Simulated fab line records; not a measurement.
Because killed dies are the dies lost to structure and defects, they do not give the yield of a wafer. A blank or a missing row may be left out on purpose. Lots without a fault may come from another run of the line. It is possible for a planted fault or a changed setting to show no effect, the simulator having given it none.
A lot that was struck, set against a sound lot :: flow n5-finfet :: 37 out of 1938 route steps
Sound: wafers L621.2, L621.3, L621.6. Struck: wafer L631.1. (L631.5, L631.6 of the same lot were not struck and are left out.) The cause comes at the end.
Each step with rows lists, per side, the tool, then ch with its chambers, then its first start. Under that, the readings that differ: sound wafers :: struck wafers :: difference of the means :: sigmas: that difference in standard deviations of wafers without a fault.
alike: words and numbers the same on both sides, and readings whose means are apart by under 2 such deviations; not compared: readings that were withheld, readings missing a value for some wafer, numbers with overlapping values and no deviation given by the record, and bounds like >300 which may hide the same value.
Wherever a step has rows on one side only, a row that says differs or no value, or a row with sigmas, the two part there. Non-overlapping numbers with no deviation appear without sigmas and do not part them. Lack of a reading on every wafer of one side parts them only where that side has two or more wafers.

first, 9 steps without rows for these wafers: N5_BEOL_M10_PEB_26 (peb time 60 s); N5_BEOL_M10_DEVELOP_27 (develop time 30 s); N5_BEOL_M10_DESCUM_33 (chemistry O2, time 7.9 s); N5_BEOL_M10_ETCH_65 (etches SiARC in CF4, target depth 39 nm, time 65 s); N5_BEOL_M10_ETCH_66 (etches SOC in N2/H2, target depth 120 nm, overetch 24 nm, time 180 s); N5_BEOL_M10_STRIP_69 (strips in N2/H2); N5_BEOL_M10_VIA_ETCH_34 (etches SiCOH lowk in C4F6/O2, target depth 184.5 nm, time 69.2 s); N5_BEOL_M10_STRIP_73 (strips in C4F6/O2); N5_BEOL_M10_STRIP_36 (strips in N2/H2).
N5_BEOL_M10_TRENCH_ETCH_37: etches SiCOH lowk in C4F6/O2, target depth 148.83 nm, time 48 s.
  sound on rie-diel-06 ch 0,2,3, day 12 01:08; struck on rie-diel-06 ch 1, day 13 22:20
reading: run-length-s (s)
sound: 71.9 71.6 72.0
struck: 83.0
difference: +11.2
sigmas: +29

reading: showerhead-plenum-p-Torr (Torr)
sound: 2.99 3.03 2.92
struck: 2.76
difference: -0.22
sigmas: -2

reading: model.etch.depth-nm (nm)
sound: 149.3 148.3 149.8
struck: 186.1
difference: +37.0
sigmas: 

reading: model.BEOL_M10.feature-depth-nm (nm)
sound: 149.2 148.2 149.8
struck: 186
difference: +37
sigmas: 

reading: model.TiN_of_BEOL_M10_HM_DEP_02.thk-nm (nm)
sound: 15.8 15.8 15.6
struck: 14.4
difference: -1.3
sigmas: 
  alike: drypump-motor-current-A, oes-product-au, rf-vpp-V, throttle-valve-pct
  not compared: rf-hours-counter-h
then, 2 steps without rows for these wafers: N5_BEOL_M10_ETCH_41 (etches SiCN in CH3F/O2, target depth 42.6 nm, time 86 s); N5_BEOL_M10_STRIP_77 (strips in N2/H2, time 10 s).
N5_BEOL_M10_OCD_MEAS_38:
  sound on ocd-01, day 12 01:19; struck on ocd-01, day 13 22:31
reading: trench-depth-nm (nm)
sound: 148.8 148.6 149.6
struck: 186.0
difference: +37.0
sigmas: +15
then, 13 steps without rows for these wafers: N5_BEOL_M10_HM_STRIP_39 (strips TiN in peroxide tin strip, target depth 25 nm, time 158 s); N5_BEOL_M10_SRD_40 (time 30 s); N5_BEOL_M10_PRECLEAN_42 (cleans in residue remover, time 60 s); N5_BEOL_M10_SRD_43 (time 30 s); N5_BEOL_M10_CURE_72 (cures SiCOH lowk, time 120 s); N5_BEOL_M10_DEGAS_44 (time 60 s); N5_BEOL_M10_PRE_CLEAN_45 (time 30 s); N5_BEOL_M10_ALD_74 (deposits TaN, target thk 2 nm, pulse time 2 s, purge time 3 s); N5_BEOL_M10_SURFACE_TREAT_76; N5_BEOL_M10_CVD_75 (deposits Co from CCTBA/H2, target thk 2 nm, time 138.9 s); N5_BEOL_M10_SPUTTER_48 (material Cu, target thk 12 nm, time 2 s); N5_BEOL_M10_ECD_50 (material Cu, target thk 318 nm); N5_BEOL_M10_ANNEAL_51 (time 90 s).
N5_BEOL_M10_CMP_52: polishes, stops on SiCOH lowk, t overpolish 7 s, target thk 140 nm.
  sound on cmp-02 ch 0,2,3, day 12 04:02; struck on cmp-04 ch 1, day 14 00:25
reading: model.Cu_of_BEOL_M10_ECD_50.thk-nm (nm)
sound: 140.4 138.4 141.8
struck: 178.4
difference: +38.2
sigmas: 
  alike: clearing-platen-down-force-psi, head-pressure-psi, motor-current-A
N5_BEOL_M10_THK_MEAS_53: measures by xrf.
  sound on film-metro-01, day 12 04:16; struck on film-metro-02, day 14 00:38
reading: M10_THK (nm)
sound: 138.8 137.0 140.5
struck: 177.2
difference: +38.4
sigmas: +15
then, 2 steps without rows for these wafers: N5_BEOL_M10_PRE_CLEAN_55 (time 15 s); N5_BEOL_M10_DEP_56 (deposits SiCN from 3MS/NH3, target thk 15 nm, time 26.5 s).
N5_BEOL_M10_RS_MEAS_57: the measuring method here is four-point-probe.
  sound on film-metro-01, day 12 04:24; struck on film-metro-01, day 14 00:49
reading: M10_RS (ohm/sq)
sound: 0.150 0.153 0.148
struck: 0.116
difference: -0.034
sigmas: -11
then, 5 steps without rows for these wafers: N5_BEOL_M11_ILD_DEP_00 (deposits SiCOH lowk from DEMS/porogen, target thk 308.51 nm, time 58 s); N5_BEOL_M11_CURE_71 (cures SiCOH lowk, time 240 s); N5_BEOL_M11_PECVD_70 (deposits SiO2 from TEOS/O2, target thk 20 nm, time 22.7 s); N5_BEOL_M11_HM_DEP_02 (deposits TiN, target thk 20 nm); N5_BEOL_M11_COAT_59 (time 60 s, resist thk 100 nm).
N5_BEOL_M15_RC_MEAS_101:
  sound on prober-02 ch 0, day 13 13:53; struck on prober-01 ch 0, day 15 14:30
reading: COMB_M5 (S/m)
sound: 1.9e-11 2.5e-11 3.4e-11
struck: 4.4e-11
difference: +1.8e-11
sigmas: +2

reading: SERP_M10 (ohm/um)
sound: 3.06 3.15 3.01
struck: 2.33
difference: -0.74
sigmas: -9

reading: SERP_M10_max_site (ohm/um)
sound: 3.15 3.18 3.05
struck: 2.40
difference: -0.73
sigmas: -8
  alike: COMB_M11, COMB_M12, COMB_M13, COMB_M14, COMB_M15, COMB_M6, COMB_M7, COMB_M8, COMB_M8_max_site, COMB_M9, SERP_M11, SERP_M12, SERP_M13, SERP_M14, SERP_M5, SERP_M6, SERP_M7, SERP_M8, SERP_M9

WHERE THEY PART
First at N5_BEOL_M10_TRENCH_ETCH_37; last, within this record, at N5_BEOL_M15_RC_MEAS_101.

WHY: whatever the simulator had introduced
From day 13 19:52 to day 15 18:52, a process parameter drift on rie-diel-06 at N5_BEOL_M10_TRENCH_ETCH_37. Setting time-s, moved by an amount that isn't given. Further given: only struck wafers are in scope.
